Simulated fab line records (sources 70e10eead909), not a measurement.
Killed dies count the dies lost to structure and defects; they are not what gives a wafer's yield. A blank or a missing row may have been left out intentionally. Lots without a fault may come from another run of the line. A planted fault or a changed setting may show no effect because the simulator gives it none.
The tool behind it: which one? | flow nand-harc | 12 lots, 36 wafers sampled, at 6 steps of a route of 1159

## WHAT THE GAUGES SHOWED, per wafer
NHARC_P_GATE_CD_MEAS_11 targets a cd of 1640 nm. Usual: cd-nm at 1639.2 nm, with a standard deviation of 2.8.
lot  | measured    | on        | cd-nm (nm)           | flag
L475 | day 3 20:23 | cd-sem-01 | 1636.7 1639.9 1639.6 |
L476 | day 4 06:46 | cd-sem-01 | 1637.1 1637.6 1638.5 |
L478 | day 4 17:16 | cd-sem-01 | 1639.4 1637.3 1636.0 |
L482 | day 6 00:01 | cd-sem-03 | 1639.9 1639.8 1640.6 |
L488 | day 7 06:28 | cd-sem-02 | 1645.0 1638.3 1642.1 |
L487 | day 7 06:38 | cd-sem-01 | 1642.8 1637.6 1637.6 |
L490 | day 7 21:10 | cd-sem-03 | 1642.0 1645.0 1638.4 |
L493 | day 8 10:05 | cd-sem-01 | 1640.0 1639.1 1639.3 |
L494 | day 8 17:58 | cd-sem-03 | 1639.7 1640.5 1636.8 |
L495 | day 9 01:59 | cd-sem-01 | 1638.5 1639.8 1637.8 |
L496 | day 9 10:01 | cd-sem-01 | 1639.2 1638.3 1639.8 |
L498 | day 9 14:57 | cd-sem-01 | 1633.9 1637.1 1636.7 |

NHARC_P_GATE_CD_MEAS_46 targets a cd of 720 nm. Usual: cd-nm at 720.7 nm, with a standard deviation of 2.2.
lot  | measured     | on        | cd-nm (nm)        | flag
L475 | day 5 01:25  | cd-sem-01 | 721.8 720.5 720.5 |
L476 | day 5 09:31  | cd-sem-03 | 717.9 720.3 721.0 |
L478 | day 5 20:38  | cd-sem-01 | - - -             | OFF
L482 | day 7 03:29  | cd-sem-03 | 719.3 717.7 723.6 |
L488 | day 8 09:10  | cd-sem-02 | 719.8 720.0 720.0 |
L487 | day 8 09:19  | cd-sem-01 | 722.4 722.0 725.1 |
L490 | day 9 01:07  | cd-sem-01 | 720.8 718.3 718.9 |
L493 | day 9 11:59  | cd-sem-01 | 724.5 722.9 722.6 |
L494 | day 9 21:19  | cd-sem-01 | 718.5 722.0 721.9 |
L495 | day 10 04:19 | cd-sem-03 | 721.1 721.3 720.6 |
L496 | day 10 13:55 | cd-sem-02 | 725.0 722.1 717.0 |
L498 | day 10 19:36 | cd-sem-02 | 720.6 720.3 718.5 |

NHARC_END_SORT_01. Usual: killed-at-array 27, standard deviation 11; killed-at-other 0.7, standard deviation 1.1; killed-at-periphery 3.6, standard deviation 2.4; killed-dies 32, standard deviation 11; killed-open 3.3, standard deviation 1.8; killed-short 2.1, standard deviation 1.5.
lot  | measured     | on        | killed-at-array | killed-at-other | killed-at-periphery | killed-dies | killed-open | killed-short | flag
L478 | day 20 14:00 | prober-02 | 32 18 32        | 0 0 0           | 645 659 645         | 677 677 677 | 3 1 4       | 3 0 2        | OFF
L487 | day 22 05:56 | prober-01 | 40              | 0               | 1                   | 41          | 7           | 3            |

## WHICH TOOL RAN EACH LOT (tool, then ch and the chambers of the sampled wafers, then the start)
lot  | NHARC_P_GATE_DESCUM_31            | NHARC_P_GATE_HM_OPEN_105                     | NHARC_P_GATE_EXPOSE_43
L475 | rie-diel-13 ch 0,3, day 4 11:31   | rie-diel-13 ch 1,2,3, day 5 01:16 or earlier | krf-scanner-04 ch 0, day 5 01:16
L476 | rie-diel-13 ch 2,3, day 4 21:51   | rie-diel-13 ch 0,1, day 5 09:22 or earlier   | krf-scanner-04 ch 0, day 5 09:22
L478 | rie-diel-03 ch 0,3, day 5 08:53   | rie-diel-03 ch 0,2,3, day 5 20:29 or earlier | krf-scanner-03 ch 0, day 5 20:29
L482 | rie-diel-13 ch 1,2,3, day 6 15:44 | rie-diel-13 ch 0,2,3, day 7 03:19 or earlier | krf-scanner-03 ch 0, day 7 03:19
L488 | rie-diel-13 ch 0,1,3, day 7 20:26 | rie-diel-13 ch 0,1, day 8 09:01 or earlier   | krf-scanner-04 ch 0, day 8 09:01
L487 | rie-diel-13 ch 0,2,3, day 7 20:24 | rie-diel-13 ch 0,1,3, day 8 09:10 or earlier | krf-scanner-03 ch 0, day 8 09:10
L490 | rie-diel-13 ch 1,2, day 8 11:05   | rie-diel-13 ch 1,2,3, day 9 00:57 or earlier | krf-scanner-04 ch 0, day 9 00:57
L493 | rie-diel-03 ch 0,1, day 9 00:11   | rie-diel-03 ch 0,1,3, day 9 11:49 or earlier | krf-scanner-03 ch 0, day 9 11:49
L494 | rie-diel-03 ch 0,1,2, day 9 09:35 | rie-diel-03 ch 0,1,3, day 9 21:10 or earlier | krf-scanner-03 ch 0, day 9 21:10
L495 | rie-diel-03 ch 0,3, day 9 16:24   | rie-diel-03 ch 0,3, day 10 04:10 or earlier  | krf-scanner-02 ch 0, day 10 04:10
L496 | rie-diel-08 ch 1,2, day 10 00:59  | rie-diel-08 ch 2,3, day 10 13:46 or earlier  | krf-scanner-03 ch 0, day 10 13:46
L498 | rie-diel-08 ch 0,3, day 10 07:31  | rie-diel-08 ch 0,3, day 10 19:26 or earlier  | krf-scanner-02 ch 0, day 10 19:26
- NHARC_P_GATE_DESCUM_31: chemistry O2, time 3 s.
- NHARC_P_GATE_HM_OPEN_105: chemistry O2/COS, target depth 360 nm.
- NHARC_P_GATE_EXPOSE_43: exposes mask P NSD, target cd 720 nm.

## WHAT THE TOOLS THEMSELVES READ (means of the sampled wafers that have a number; where no wafer has one, the mark that the record gives instead)
NHARC_P_GATE_DESCUM_31. Usual: drypump-motor-current-A 5.8 A, standard deviation 0.47; oes-product-au 1.000 a.u., standard deviation 0.014; rf-vpp-V 57.7 V, standard deviation 0.86; showerhead-plenum-p-Torr 1.89 Torr, standard deviation 0.086; throttle-valve-pct 11.310 %, standard deviation 0.0097.
lot  | tool        | drypump-motor-current-A (A) | oes-product-au (a.u.) | rf-vpp-V (V) | showerhead-plenum-p-Torr (Torr) | throttle-valve-pct (%) | flag
L475 | rie-diel-13 | 6.1                         | 1.005                 | 56.7         | 1.79                            | 11.309                 |
L476 | rie-diel-13 | 5.7                         | 0.986                 | 56.8         | 1.81                            | 11.300                 |
L478 | rie-diel-03 | 6.0                         | 0.998                 | 57.1         | 1.86                            | 11.307                 |
L482 | rie-diel-13 | 5.7                         | 0.992                 | 57.6         | 1.95                            | 11.317                 |
L488 | rie-diel-13 | 6.1                         | 0.989                 | 57.7         | 1.92                            | 11.306                 |
L487 | rie-diel-13 | 5.8                         | 0.988                 | 58.0         | 1.93                            | 11.311                 |
L490 | rie-diel-13 | 5.3                         | 0.990                 | 57.5         | 1.88                            | 11.306                 |
L493 | rie-diel-03 | 5.6                         | 1.004                 | 57.6         | 1.99                            | 11.315                 |
L494 | rie-diel-03 | 5.7                         | 1.004                 | 58.3         | 1.95                            | 11.314                 |
L495 | rie-diel-03 | 6.3                         | 1.002                 | 58.0         | 1.84                            | 11.321                 |
L496 | rie-diel-08 | 5.3                         | 0.993                 | 57.9         | 1.82                            | 11.307                 |
L498 | rie-diel-08 | 5.4                         | 1.013                 | 57.6         | 1.82                            | 11.303                 |

NHARC_P_GATE_HM_OPEN_105. Usual: drypump-motor-current-A 5.8 A, standard deviation 0.45; oes-product-au 1.001 a.u., standard deviation 0.013; rf-vpp-V 467 V, standard deviation 3; showerhead-plenum-p-Torr 3.09 Torr, standard deviation 0.14; throttle-valve-pct 28.330 %, standard deviation 0.0087.
lot  | tool        | drypump-motor-current-A (A) | oes-product-au (a.u.) | rf-vpp-V (V) | showerhead-plenum-p-Torr (Torr) | throttle-valve-pct (%) | flag
L475 | rie-diel-13 | 5.7                         | 0.979                 | 465          | 3.03                            | 28.338                 |
L476 | rie-diel-13 | 6.2                         | 0.993                 | 466          | 3.02                            | 28.326                 |
L478 | rie-diel-03 | 6.1                         | 1.006                 | 466          | 3.07                            | 28.334                 |
L482 | rie-diel-13 | 5.8                         | 1.001                 | 469          | 3.15                            | 28.326                 |
L488 | rie-diel-13 | 6.1                         | 1.001                 | 464          | 3.01                            | 28.336                 |
L487 | rie-diel-13 | 6.1                         | 0.993                 | 467          | 3.14                            | 28.332                 |
L490 | rie-diel-13 | 5.7                         | 0.990                 | 468          | 3.17                            | 28.328                 |
L493 | rie-diel-03 | 5.9                         | 1.000                 | 468          | 3.13                            | 28.337                 |
L494 | rie-diel-03 | 5.9                         | 1.005                 | 467          | 3.13                            | 28.332                 |
L495 | rie-diel-03 | 6.3                         | 1.004                 | 465          | 3.01                            | 28.334                 |
L496 | rie-diel-08 | 5.2                         | 1.007                 | 465          | 2.95                            | 28.328                 |
L498 | rie-diel-08 | 5.3                         | 1.014                 | 464          | 2.95                            | 28.319                 |

## THE ANSWER, worked out from the rows above alone
Rule: take the mean of a lot's wafers that have a number; if it is more than 3 standard deviations from the usual mean, the lot is off. A lot without any number at a reading at which 4 lots or more have one is off too. The other lots that the step has rows for count as sound. The gauges are gone through in route order, then the tools' own readings, and for those a lot's mean is taken as printed above. At the first step where some lot is off, the reading lying furthest off is the one used; lots without a number count as furthest.
Off: L478, at NHARC_P_GATE_CD_MEAS_46 (cd-nm). Without a number there: L478.
If a tool, at a process step before that reading, ran all the lots that are off and no sound lot after the first of them, it fits. The gauges at NHARC_P_GATE_CD_MEAS_46 aren't tried: what is off there is off at NHARC_END_SORT_01 too, on other tools, and a gauge's error can't cause that. With no start given for some of its lots, NHARC_P_GATE_HM_OPEN_105 uses the hours and lot order of NHARC_P_GATE_EXPOSE_43. Of those tried, none fits.

## WHAT THE SIMULATOR HAD PUT IN
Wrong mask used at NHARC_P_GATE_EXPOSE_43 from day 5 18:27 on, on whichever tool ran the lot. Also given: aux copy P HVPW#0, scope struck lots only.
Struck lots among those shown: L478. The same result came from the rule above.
